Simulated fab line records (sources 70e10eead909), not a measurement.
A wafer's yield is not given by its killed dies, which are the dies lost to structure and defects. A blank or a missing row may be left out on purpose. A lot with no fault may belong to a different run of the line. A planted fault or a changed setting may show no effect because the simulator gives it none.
Which tool is to blame? :: flow nandHarc :: 12 lots, 36 wafers sampled, at 5 steps of a route of 1302

== WHAT THE GAUGES SHOWED, per wafer ==
NHARC_A_SLIT_OVL_MEAS_10.
lot: L141
measured: day 20 18:29
on: overlay-02
overlayXNm (nm): -0.7 -0.6 0.0
overlayYNm (nm): -0.4 -0.8 -0.6

lot: L144
measured: day 22 08:43
on: overlay-02
overlayXNm (nm): 0.4 -0.2 0.3
overlayYNm (nm): 0.3 0.4 0.4

lot: L143
measured: day 22 19:47
on: overlay-01
overlayXNm (nm): 1.6 1.7 1.6
overlayYNm (nm): -0.3 -0.1 -0.6

lot: L145
measured: day 23 05:15
on: overlay-02
overlayXNm (nm): 1.5 1.0 1.2
overlayYNm (nm): 0.0 -1.2 0.0

lot: L146
measured: day 23 05:05
on: overlay-01
overlayXNm (nm): -0.1 0.0 -0.1
overlayYNm (nm): 1.0 0.9 0.5

lot: L150
measured: day 24 07:20
on: overlay-02
overlayXNm (nm): 0.0 -0.7 -0.4
overlayYNm (nm): 1.5 0.9 1.0

lot: L152
measured: day 25 05:55
on: overlay-02
overlayXNm (nm): -0.9 -0.9 -0.4
overlayYNm (nm): -1.0 -1.4 -1.5

lot: L157
measured: day 27 16:29
on: overlay-01
overlayXNm (nm): -0.5 -0.3 0.2
overlayYNm (nm): 0.8 1.3 2.2

lot: L159
measured: day 29 02:54
on: overlay-02
overlayXNm (nm): 0.7 0.0 0.4
overlayYNm (nm): -0.3 0.0 -0.2

lot: L158
measured: day 29 10:34
on: overlay-02
overlayXNm (nm): 0.2 -0.1 0.5
overlayYNm (nm): -0.2 -0.4 -0.1

lot: L160
measured: day 29 13:36
on: overlay-02
overlayXNm (nm): -0.1 0.1 0.1
overlayYNm (nm): 0.0 0.7 0.1

lot: L161
measured: day 29 16:30
on: overlay-01
overlayXNm (nm): -0.3 -0.4 0.3
overlayYNm (nm): 0.2 -0.8 -0.9

NHARC_END_SORT_01.
lot: L141
measured: day 25 09:59
on: prober-02
killedAtArray: 58 52 50
killedAtOther: 1 1 1
killedAtPeriphery: 2 2 8
killedDies: 61 55 59
killedOpen: 3 5 3
killedShort: 2 3 5

lot: L144
measured: day 26 23:50
on: prober-02
killedAtArray: 76 71 71
killedAtOther: 0 0 0
killedAtPeriphery: 3 1 1
killedDies: 79 72 72
killedOpen: 1 2 3
killedShort: 3 1 6

lot: L143
measured: day 27 14:13
on: prober-01
killedAtArray: 32 24 28
killedAtOther: 4 1 2
killedAtPeriphery: 0 1 8
killedDies: 36 26 38
killedOpen: 3 1 7
killedShort: 3 4 5

lot: L145
measured: day 27 23:05
on: prober-01
killedAtArray: 49 61 58
killedAtOther: 0 1 1
killedAtPeriphery: 2 2 5
killedDies: 51 64 64
killedOpen: 5 5 3
killedShort: 1 5 3

lot: L146
measured: day 27 23:51
on: prober-02
killedAtArray: 40 27 44
killedAtOther: 0 0 1
killedAtPeriphery: 1 3 2
killedDies: 41 30 47
killedOpen: 1 2 2
killedShort: 2 3 3

lot: L150
measured: day 29 06:17
on: prober-02
killedAtArray: 663 668 667
killedAtOther: 2 1 3
killedAtPeriphery: 12 8 7
killedDies: 677 677 677
killedOpen: 3 2 6
killedShort: 2 2 1

lot: L152
measured: day 30 01:46
on: prober-02
killedAtArray: 671 669 667
killedAtOther: 0 0 2
killedAtPeriphery: 6 8 8
killedDies: 677 677 677
killedOpen: 0 4 2
killedShort: 2 0 1

lot: L157
measured: day 32 21:14
on: prober-01
killedAtArray: 81 62 79
killedAtOther: 1 1 0
killedAtPeriphery: 5 6 6
killedDies: 87 69 85
killedOpen: 1 5 4
killedShort: 4 1 3

lot: L159
measured: day 33 21:41
on: prober-02
killedAtArray: 24 45 37
killedAtOther: 0 0 0
killedAtPeriphery: 5 1 4
killedDies: 29 46 41
killedOpen: 2 2 7
killedShort: 2 3 2

lot: L158
measured: day 34 14:02
on: prober-02
killedAtArray: 42 44 40
killedAtOther: 0 0 0
killedAtPeriphery: 6 5 6
killedDies: 48 49 46
killedOpen: 1 1 3
killedShort: 3 2 1

lot: L160
measured: day 34 21:46
on: prober-01
killedAtArray: 53 49 46
killedAtOther: 0 0 0
killedAtPeriphery: 2 3 2
killedDies: 55 52 48
killedOpen: 3 3 1
killedShort: 3 4 0

lot: L161
measured: day 34 14:47
on: prober-01
killedAtArray: 73 65 65
killedAtOther: 0 0 0
killedAtPeriphery: 3 0 3
killedDies: 76 65 68
killedOpen: 3 2 5
killedShort: 7 4 3

== WHICH TOOL RAN EACH LOT (tool, then ch and the chambers of the sampled wafers, then the start) ==
lot: L141
NHARC_A_SLIT_DEP_00: aclDep-02 ch 0, day 20 14:41
NHARC_A_SLIT_DESCUM_14: rieDiel-01 ch 0,1, day 20 18:35
NHARC_A_SLIT_ETCH_24: rieDiel-01 ch 0,1,2, day 20 18:41

lot: L144
NHARC_A_SLIT_DEP_00: aclDep-03 ch 0, day 22 05:24
NHARC_A_SLIT_DESCUM_14: rieDiel-08 ch 0,1,2, day 22 08:49
NHARC_A_SLIT_ETCH_24: rieDiel-08 ch 1,2, day 22 08:53

lot: L143
NHARC_A_SLIT_DEP_00: aclDep-02 ch 0, day 22 16:01
NHARC_A_SLIT_DESCUM_14: rieDiel-01 ch 0,1,3, day 22 19:53
NHARC_A_SLIT_ETCH_24: rieDiel-01 ch 1,2,3, day 22 19:58

lot: L145
NHARC_A_SLIT_DEP_00: aclDep-02 ch 0, day 23 00:38
NHARC_A_SLIT_DESCUM_14: rieDiel-08 ch 1,2,3, day 23 05:22
NHARC_A_SLIT_ETCH_24: rieDiel-08 ch 0,3, day 23 05:26

lot: L146
NHARC_A_SLIT_DEP_00: aclDep-01 ch 0, day 23 01:10
NHARC_A_SLIT_DESCUM_14: rieDiel-03 ch 0,2,3, day 23 05:13
NHARC_A_SLIT_ETCH_24: rieDiel-03 ch 1,2,3, day 23 05:17

lot: L150
NHARC_A_SLIT_DEP_00: aclDep-02 ch 0, day 24 03:24
NHARC_A_SLIT_DESCUM_14: rieDiel-03 ch 0,3, day 24 07:26
NHARC_A_SLIT_ETCH_24: rieDiel-03 ch 0,1,3, day 24 07:31

lot: L152
NHARC_A_SLIT_DEP_00: aclDep-01 ch 0, day 25 02:38
NHARC_A_SLIT_DESCUM_14: rieDiel-03 ch 1,2,3, day 25 06:00
NHARC_A_SLIT_ETCH_24: rieDiel-03 ch 0,1, day 25 06:05

lot: L157
NHARC_A_SLIT_DEP_00: aclDep-01 ch 0, day 27 12:29
NHARC_A_SLIT_DESCUM_14: rieDiel-01 ch 0,1,3, day 27 16:34
NHARC_A_SLIT_ETCH_24: rieDiel-01 ch 1,2,3, day 27 16:40

lot: L159
NHARC_A_SLIT_DEP_00: aclDep-01 ch 0, day 28 22:26
NHARC_A_SLIT_DESCUM_14: rieDiel-03 ch 2,3, day 29 03:00
NHARC_A_SLIT_ETCH_24: rieDiel-03 ch 1,2, day 29 03:05

lot: L158
NHARC_A_SLIT_DEP_00: aclDep-02 ch 0, day 29 05:17
NHARC_A_SLIT_DESCUM_14: rieDiel-03 ch 0,1,3, day 29 10:41
NHARC_A_SLIT_ETCH_24: rieDiel-03 ch 0,2,3, day 29 10:46

lot: L160
NHARC_A_SLIT_DEP_00: aclDep-02 ch 0, day 29 09:08
NHARC_A_SLIT_DESCUM_14: rieDiel-01 ch 0,1,3, day 29 13:42
NHARC_A_SLIT_ETCH_24: rieDiel-01 ch 0,1,3, day 29 13:47

lot: L161
NHARC_A_SLIT_DEP_00: aclDep-01 ch 0, day 29 12:40
NHARC_A_SLIT_DESCUM_14: rieDiel-03 ch 0,1,3, day 29 16:37
NHARC_A_SLIT_ETCH_24: rieDiel-03 ch 0,3, day 29 16:41
- NHARC_A_SLIT_DEP_00: deposits aC, target thk 6200 nm.
- NHARC_A_SLIT_DESCUM_14: chemistry O2, time 3 s.
- NHARC_A_SLIT_ETCH_24: etches the open film in CF4/CHF3, target depth 121 nm, time 60.5 s.

== WHAT THE TOOLS THEMSELVES READ (means of the sampled wafers that have a number; where no wafer has one, the mark that the record gives instead) ==
NHARC_A_SLIT_DEP_00.
lot: L141
tool: aclDep-02
throttleValvePct (%): 35.000

lot: L144
tool: aclDep-03
throttleValvePct (%): 35.003

lot: L143
tool: aclDep-02
throttleValvePct (%): 35.011

lot: L145
tool: aclDep-02
throttleValvePct (%): 34.994

lot: L146
tool: aclDep-01
throttleValvePct (%): 34.996

lot: L150
tool: aclDep-02
throttleValvePct (%): 34.991

lot: L152
tool: aclDep-01
throttleValvePct (%): 34.996

lot: L157
tool: aclDep-01
throttleValvePct (%): 34.997

lot: L159
tool: aclDep-01
throttleValvePct (%): 35.000

lot: L158
tool: aclDep-02
throttleValvePct (%): 35.003

lot: L160
tool: aclDep-02
throttleValvePct (%): 34.997

lot: L161
tool: aclDep-01
throttleValvePct (%): 35.012

NHARC_A_SLIT_DESCUM_14.
lot: L141
tool: rieDiel-01
drypumpMotorCurrentA (A): 5.1
oesProductAu (a.u.): 1.010
rfVppV (V): 57.9
showerheadPlenumPTorr (Torr): 1.93
throttleValvePct (%): 11.303

lot: L144
tool: rieDiel-08
drypumpMotorCurrentA (A): 5.3
oesProductAu (a.u.): 0.995
rfVppV (V): 58.5
showerheadPlenumPTorr (Torr): 1.87
throttleValvePct (%): 11.311

lot: L143
tool: rieDiel-01
drypumpMotorCurrentA (A): 5.3
oesProductAu (a.u.): 1.009
rfVppV (V): 58.1
showerheadPlenumPTorr (Torr): 1.91
throttleValvePct (%): 11.314

lot: L145
tool: rieDiel-08
drypumpMotorCurrentA (A): 5.5
oesProductAu (a.u.): 1.002
rfVppV (V): 59.0
showerheadPlenumPTorr (Torr): 1.95
throttleValvePct (%): 11.314

lot: L146
tool: rieDiel-03
drypumpMotorCurrentA (A): 5.7
oesProductAu (a.u.): 1.009
rfVppV (V): 57.7
showerheadPlenumPTorr (Torr): 1.93
throttleValvePct (%): 11.311

lot: L150
tool: rieDiel-03
drypumpMotorCurrentA (A): 5.5
oesProductAu (a.u.): 1.007
rfVppV (V): 58.3
showerheadPlenumPTorr (Torr): 1.86
throttleValvePct (%): 11.312

lot: L152
tool: rieDiel-03
drypumpMotorCurrentA (A): 5.9
oesProductAu (a.u.): 0.999
rfVppV (V): 59.0
showerheadPlenumPTorr (Torr): 1.98
throttleValvePct (%): 11.302

lot: L157
tool: rieDiel-01
drypumpMotorCurrentA (A): 5.3
oesProductAu (a.u.): 1.016
rfVppV (V): 57.3
showerheadPlenumPTorr (Torr): 1.91
throttleValvePct (%): 11.310

lot: L159
tool: rieDiel-03
drypumpMotorCurrentA (A): 5.8
oesProductAu (a.u.): 0.999
rfVppV (V): 56.9
showerheadPlenumPTorr (Torr): 1.95
throttleValvePct (%): 11.317

lot: L158
tool: rieDiel-03
drypumpMotorCurrentA (A): 5.7
oesProductAu (a.u.): 1.004
rfVppV (V): 58.0
showerheadPlenumPTorr (Torr): 1.91
throttleValvePct (%): 11.313

lot: L160
tool: rieDiel-01
drypumpMotorCurrentA (A): 5.3
oesProductAu (a.u.): 1.008
rfVppV (V): 57.4
showerheadPlenumPTorr (Torr): 1.91
throttleValvePct (%): 11.300

lot: L161
tool: rieDiel-03
drypumpMotorCurrentA (A): 5.7
oesProductAu (a.u.): 1.000
rfVppV (V): 56.4
showerheadPlenumPTorr (Torr): 1.91
throttleValvePct (%): 11.315

NHARC_A_SLIT_ETCH_24.
lot: L141
tool: rieDiel-01
biasW (W): 200.8
cf4FlowSccm (sccm): 99.9
drypumpMotorCurrentA (A): 5.4
oesProductAu (a.u.): 0.971
rfVppV (V): 371.1
showerheadPlenumPTorr (Torr): 1.60
throttleValvePct (%): 16.807

lot: L144
tool: rieDiel-08
biasW (W): 200.3
cf4FlowSccm (sccm): 99.9
drypumpMotorCurrentA (A): 5.2
oesProductAu (a.u.): 0.962
rfVppV (V): 369.9
showerheadPlenumPTorr (Torr): 1.56
throttleValvePct (%): 16.797

lot: L143
tool: rieDiel-01
biasW (W): 199.6
cf4FlowSccm (sccm): 100.0
drypumpMotorCurrentA (A): 5.6
oesProductAu (a.u.): 0.976
rfVppV (V): 370.7
showerheadPlenumPTorr (Torr): 1.58
throttleValvePct (%): 16.790

lot: L145
tool: rieDiel-08
biasW (W): 200.1
cf4FlowSccm (sccm): 100.5
drypumpMotorCurrentA (A): 5.8
oesProductAu (a.u.): 0.982
rfVppV (V): 371.6
showerheadPlenumPTorr (Torr): 1.60
throttleValvePct (%): 16.801

lot: L146
tool: rieDiel-03
biasW (W): 199.9
cf4FlowSccm (sccm): 100.1
drypumpMotorCurrentA (A): 5.9
oesProductAu (a.u.): 0.960
rfVppV (V): 371.9
showerheadPlenumPTorr (Torr): 1.63
throttleValvePct (%): 16.808

lot: L150
tool: rieDiel-03
biasW (W): -
cf4FlowSccm (sccm): -
drypumpMotorCurrentA (A): -
oesProductAu (a.u.): -
rfVppV (V): -
showerheadPlenumPTorr (Torr): -
throttleValvePct (%): -

lot: L152
tool: rieDiel-03
biasW (W): -
cf4FlowSccm (sccm): -
drypumpMotorCurrentA (A): -
oesProductAu (a.u.): -
rfVppV (V): -
showerheadPlenumPTorr (Torr): -
throttleValvePct (%): -

lot: L157
tool: rieDiel-01
biasW (W): 199.8
cf4FlowSccm (sccm): 100.1
drypumpMotorCurrentA (A): 5.6
oesProductAu (a.u.): 0.928
rfVppV (V): 370.5
showerheadPlenumPTorr (Torr): 1.58
throttleValvePct (%): 16.808

lot: L159
tool: rieDiel-03
biasW (W): 199.4
cf4FlowSccm (sccm): 100.2
drypumpMotorCurrentA (A): 6.0
oesProductAu (a.u.): 0.969
rfVppV (V): 373.7
showerheadPlenumPTorr (Torr): 1.67
throttleValvePct (%): 16.801

lot: L158
tool: rieDiel-03
biasW (W): 199.6
cf4FlowSccm (sccm): 99.9
drypumpMotorCurrentA (A): 5.7
oesProductAu (a.u.): 0.969
rfVppV (V): 372.0
showerheadPlenumPTorr (Torr): 1.58
throttleValvePct (%): 16.810

lot: L160
tool: rieDiel-01
biasW (W): 199.5
cf4FlowSccm (sccm): 99.9
drypumpMotorCurrentA (A): 5.3
oesProductAu (a.u.): 0.981
rfVppV (V): 370.7
showerheadPlenumPTorr (Torr): 1.57
throttleValvePct (%): 16.804

lot: L161
tool: rieDiel-03
biasW (W): 199.6
cf4FlowSccm (sccm): 100.3
drypumpMotorCurrentA (A): 5.6
oesProductAu (a.u.): 0.982
rfVppV (V): 368.8
showerheadPlenumPTorr (Torr): 1.54
throttleValvePct (%): 16.797

== THE ANSWER, worked out from the rows above alone ==
Rule: the lots themselves supply what counts as usual. The widest of any qualifying gaps counts: lots, ordered by their means at a reading, are off when they make up no more than a third of the lots, leave a main group of 4 or more, and stand apart from it by 3 or more times the standard deviation of that group's means. Not used: any main group whose means are identical at the precision the tables above print for the reading. Also off: a lot with no number at a reading for which 4 or more lots have one. The other lots that the step has rows for count as sound. Order of review: gauges by route order, followed by the tools' own readings, for which a lot's mean as printed above is used. The first step at which some lot is off is used, and at that step the reading that is off furthest; a lot without a number counts as furthest.
Off: L150, L152 (NHARC_END_SORT_01, killedDies). The main group has a mean of 55 with a standard deviation of 15.
A tool fits if, at a process step before that reading, it ran every lot that is off, and no sound lot after the first of them. Not tried: the gauges at NHARC_END_SORT_01; whatever is off there is also off at NHARC_A_SLIT_ETCH_24, on other tools, and gauge error can't account for it. Of those tried, none fits.

== WHAT WAS PUT IN BY THE SIMULATOR ==
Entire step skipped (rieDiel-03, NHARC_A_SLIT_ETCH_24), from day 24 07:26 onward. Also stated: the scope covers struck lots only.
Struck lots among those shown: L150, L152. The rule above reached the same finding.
